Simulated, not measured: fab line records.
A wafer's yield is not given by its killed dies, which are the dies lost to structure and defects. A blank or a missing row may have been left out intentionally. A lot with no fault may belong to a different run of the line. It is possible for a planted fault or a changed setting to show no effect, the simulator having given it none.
Problem report, 8D (eight disciplines) form, completed by code -- flow n5-finfet -- the parts of the form that need people (team, actions taken, sign-off) are left out

## 1. WHAT IS WRONG
M14_ILD_THK at N5_BEOL_M14_THK_MEAS_01 reads a mean of 986 nm on 3 wafers of 3 lots; wafers without a fault read 1109 nm with a standard deviation of 14. That is -8.8 standard deviations from the usual mean.
First observed at day 14 21:53: wafer L959.5, on film-metro-01. Wafers with a number at this step in the record: 28, from 10 lots. Rule for "out" (also "out of limits"): further than 4 standard deviations from the usual mean. Any other wafer with a number is counted as sound.

## 2. WHAT IT IS; WHAT IT IS NOT
question,is,is not
which readings at this step,M14_ILD_THK,-
which lots,"L957, L959, L961","L947, L951, L952, L953, L962, L966, L967"
which wafers of those lots,"L957.6, L959.5, L961.5","L957.1, L959.1, L961.1, L961.3"
read on which gauges,"film-metro-01, film-metro-02",-
when,from day 14 21:53,"up to then (13 sound wafers); but 12 sound wafers of L957, L961, L962, L966, L967 came after"

## 3. WHAT RULES OUT EACH SUSPECT
Counting: a tool at a process step up to the reading stays a suspect if it ran every lot that is out. Sound lots after the first of them don't rule it out here, since some wafers of a struck lot are sound.
- the gauge at N5_BEOL_M14_THK_MEAS_01 has been ruled out. The wafers that are out were read on 2 gauges (film-metro-01, film-metro-02).
- pecvd-01 at N5_BEOL_M14_ILD_DEP_00 (deposits SiO2 from TEOS/O2, target thk 1119.3 nm, time 237.4 s): kept. Every lot that is out went through it, the first being L959 (day 14 21:42); the last sound lot it ran before that was L952 (day 13 17:56). Its own readings are out on those wafers: run-length-s.
The count leaves pecvd-01 at N5_BEOL_M14_ILD_DEP_00.

## 4. THE CAUSE (what the simulator had put in)
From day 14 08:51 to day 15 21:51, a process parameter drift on pecvd-01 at N5_BEOL_M14_ILD_DEP_00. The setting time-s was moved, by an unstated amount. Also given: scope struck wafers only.
The count eliminated every tool but this one.

## 5. THE CHAIN OF EFFECTS, in route order
Rows list readings where the struck wafers' mean (over those with a number) sits beyond 3 standard deviations from the usual. Only readings for which the record gives a usual standard deviation are gone through. hours: the time from each lot's start at the first step in this table that gives one to its start at this step, as a median over the lots. sigmas: the change in usual standard deviations.
hours,step,reading,usual,on struck wafers,change,sigmas
0,N5_BEOL_M14_ILD_DEP_00,run-length-s,280.6 s,253.1,-27.5,-48
0,N5_BEOL_M14_THK_MEAS_01,M14_ILD_THK,1109 nm,986,-123,-8.8
Process steps it contains:
- N5_BEOL_M14_ILD_DEP_00: deposits SiO2 from TEOS/O2, target thk 1119.3 nm, time 237.4 s.
Readings that are blank on the struck wafers while sound wafers have them: susceptor-temp-C at N5_BEOL_M14_ILD_DEP_00.

## 6. HOW IT WOULD HAVE BEEN CAUGHT EARLIER
13 hours passed between the start of the fault at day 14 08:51 and the first reading out of limits at a measuring or inspecting step in this record, taken at day 14 21:53.
The tool's own readings at N5_BEOL_M14_ILD_DEP_00 were out on every struck wafer that the step has a row for (run-length-s): an alarm limit on them would have fired on the first of those.
Of the lots that are out (3), L957, L961 began N5_BEOL_M14_ILD_DEP_00 on pecvd-01 after day 14 21:53. A hold on the tool at that time would have spared those 2.
